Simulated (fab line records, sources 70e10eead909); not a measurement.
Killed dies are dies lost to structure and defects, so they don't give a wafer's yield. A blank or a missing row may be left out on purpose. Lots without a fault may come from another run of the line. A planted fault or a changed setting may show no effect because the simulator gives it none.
Problem report in the 8D (eight disciplines) form, filled by code | flow nand_harc | the parts of the form that need people (team, actions taken, sign-off) are left out

1. THE PROBLEM
thk_nm at NHARC_A_ONON_D1_THK_MEAS_14 reads a mean of 718 nm on 6 wafers of 2 lots; wafers without a fault read 1000 nm with a standard deviation of 11. That is -26 standard deviations from the usual mean.
The step: measures by ellipsometry.
First seen on wafer L988.2, day 14 17:34, on film_metro-02. The record holds 42 wafers of 14 lots with a number at this step. Rule for "out", or "out of limits": more than 4 standard deviations from the usual mean. The other wafers with a number count as sound.

2. WHAT IT IS AND WHAT IT IS NOT
question                    | is                           | is not
which readings at this step | thk_nm                       | -
which lots                  | L988, L989                   | L971, L972, L973, L974, L975, L976, L977, L978, L979, L990, L991, L994
which wafers of those lots  | all that have a number       | -
read on which gauges        | film_metro-01, film_metro-02 | -
when                        | from day 14 17:34            | up to then (27 sound wafers); but 9 sound wafers of L990, L991, L994 came after

3. SUSPECTS, AND WHAT RULES EACH OUT
Counting: a tool at a process step up to the reading stays a suspect if it ran every lot that is out and no sound lot after the first of them.
- the gauge at NHARC_A_ONON_D1_THK_MEAS_14: ruled out. The wafers that are out were read on 2 gauges (film_metro-01, film_metro-02).
- pecvd_onon-01 at NHARC_A_ONON_D1_DEP_12 (target thk 1000 nm): kept. It ran every lot that is out, first L988 (day 14 17:07), and no sound lot after that; its last sound lot up to then is L976 (day 9 21:34).
Left after counting: pecvd_onon-01 at NHARC_A_ONON_D1_DEP_12.

4. THE CAUSE (what the simulator had put in)
Process parameter drift: pecvd_onon-01, from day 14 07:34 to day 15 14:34, at NHARC_A_ONON_D1_DEP_12. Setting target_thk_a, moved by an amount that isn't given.
Counting left only this tool.

5. THE CHAIN OF EFFECTS, in route order
Each row: a reading whose mean over the struck wafers that have a number lies more than 3 standard deviations from the usual. Only readings for which the record gives a usual standard deviation are gone through. hours: the time from each lot's start at the first step in this table that gives one to its start at this step, as a median over the lots. sigmas: the change in usual standard deviations.
hours | step                        | reading         | usual   | on struck wafers | change | sigmas
0     | NHARC_A_ONON_D1_THK_MEAS_14 | thk_nm          | 1000 nm | 718              | -282   | -26
411   | NHARC_END_SORT_01           | killed_at_array | 58      | 671              | +613   | +34
411   | NHARC_END_SORT_01           | killed_dies     | 64      | 677              | +613   | +34

6. WHAT WOULD HAVE CAUGHT IT SOONER
In this record the first reading out of limits at a measuring or inspecting step was taken at day 14 17:34, 10 hours after the fault began at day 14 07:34.
Of the tool readings at NHARC_A_ONON_D1_DEP_12 for which the record gives a usual standard deviation, none was out on any struck wafer, so an alarm limit of 4 standard deviations on them would not have fired.
Of the lots that are out (2), L989 began NHARC_A_ONON_D1_DEP_12 on pecvd_onon-01 after day 14 17:34. A hold on the tool at that time would have spared it.
